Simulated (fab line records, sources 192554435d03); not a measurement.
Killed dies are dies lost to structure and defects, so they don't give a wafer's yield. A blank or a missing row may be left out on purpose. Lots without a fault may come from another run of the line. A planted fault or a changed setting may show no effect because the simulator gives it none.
Chamber matching | flow n5_finfet | N5_BEOL_M5_ETCH_75 on rie_diel-01: 4 sister chambers
The step etches underlayer in N2/H2, target depth 6.5 nm, time 5.2 s. 7 wafers are shown with their chamber, then 10 later ones without.

WAFERS WITH THEIR CHAMBER
wafer  | chamber | showerhead_plenum_p_Torr (Torr) | drypump_motor_current_A (A)
L075.3 | 2       | 2.60                            | 5.68
L084.1 | 1       | 2.60                            | 5.46
L084.6 | 0       | 2.43                            | 5.43
L085.5 | 3       | 2.57                            | 5.13
L085.6 | 1       | 2.60                            | 5.48
L089.1 | 3       | 2.56                            | 5.15
L089.3 | 0       | 2.42                            | 5.41

WAFERS WITHOUT THEIR CHAMBER
wafer  | showerhead_plenum_p_Torr (Torr) | drypump_motor_current_A (A)
L089.4 | 2.56                            | 5.16
L088.1 | 2.59                            | 5.48
L088.4 | 2.56                            | 5.16
L088.5 | 2.59                            | 5.77
L094.1 | 2.59                            | 5.73
L094.2 | 2.59                            | 5.45
L094.6 | 2.42                            | 5.43
L095.3 | 2.59                            | 5.75
L095.5 | 2.55                            | 5.16
L095.6 | 2.59                            | 5.73

WHICH CHAMBER EACH WENT THROUGH
wafer  | from the rows above | in truth
L089.4 | 3                   | 3
L088.1 | 1                   | 1
L088.4 | 3                   | 3
L088.5 | 2                   | 2
L094.1 | 2                   | 2
L094.2 | 1                   | 1
L094.6 | 0                   | 0
L095.3 | 2                   | 2
L095.5 | 3                   | 3
L095.6 | 2                   | 2
Placed correctly: 10 of 10. Can't be placed from these rows: 0. Placed wrongly: 0.
How it was worked out, from the rows above alone: a wafer's distance from a chamber is the root of the sum, over the readings, of the square of ((its reading less the chamber's mean) divided by the reading's scatter). The wafer belongs to the nearest chamber; if the next one is less than 2 further off, it can't be placed. A chamber's mean is the mean of its shown wafers. The scatter: the root of (the sum of the squares of (reading less its chamber's mean) over the shown wafers, divided by (wafers less chambers)).
